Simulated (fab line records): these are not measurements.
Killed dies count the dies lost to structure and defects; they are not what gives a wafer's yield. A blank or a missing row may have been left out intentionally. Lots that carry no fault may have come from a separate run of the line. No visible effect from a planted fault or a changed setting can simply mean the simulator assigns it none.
Chamber matching ; flow n5-finfet ; ald-sin-01 running N5_BEOL_M0_SAQP_SPACER1_ALD_98: 4 sister chambers
The step deposits SiO2, target thk 12.8 nm, pulse time 1 s, purge time 2 s. 4 wafers are shown with their chamber, then 8 later ones without.

## WAFERS PAIRED WITH THEIR CHAMBERS
wafer;chamber;heater-power-w (W)
L077.2;0;457
L077.4;3;539
L078.1;1;445
L084.1;2;529

## WAFERS MISSING THEIR CHAMBER
wafer;heater-power-w (W)
L084.2;442
L084.6;426
L085.3;524
L085.5;540
L085.6;458
L092.2;432
L092.4;545
L092.5;532

## CHAMBER TAKEN BY EACH
wafer;from the rows above;in truth
L084.2;can't be placed: 1 or 0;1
L084.6;can't be placed: 1 or 0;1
L085.3;can't be placed: 2 or 3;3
L085.5;can't be placed: 3 or 2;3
L085.6;can't be placed: 0 or 1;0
L092.2;can't be placed: 1 or 0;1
L092.4;can't be placed: 3 or 2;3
L092.5;can't be placed: 2 or 3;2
0 of 8 placed correctly. These rows do not allow placing 8 (true chamber among the candidates in 8). Number placed wrongly: 0.
How it was worked out, from the rows above alone: a wafer's distance from a chamber is the root of the sum, over the readings, of the square of ((its reading less the chamber's mean) divided by the reading's scatter). The wafer belongs to the nearest chamber; if the next one is less than 2 further off, it can't be placed. For every chamber, the mean is computed from those of its wafers that are shown. The scatter: root of mean squared gap, hidden wafer to nearest shown wafer, with one shown wafer a chamber.
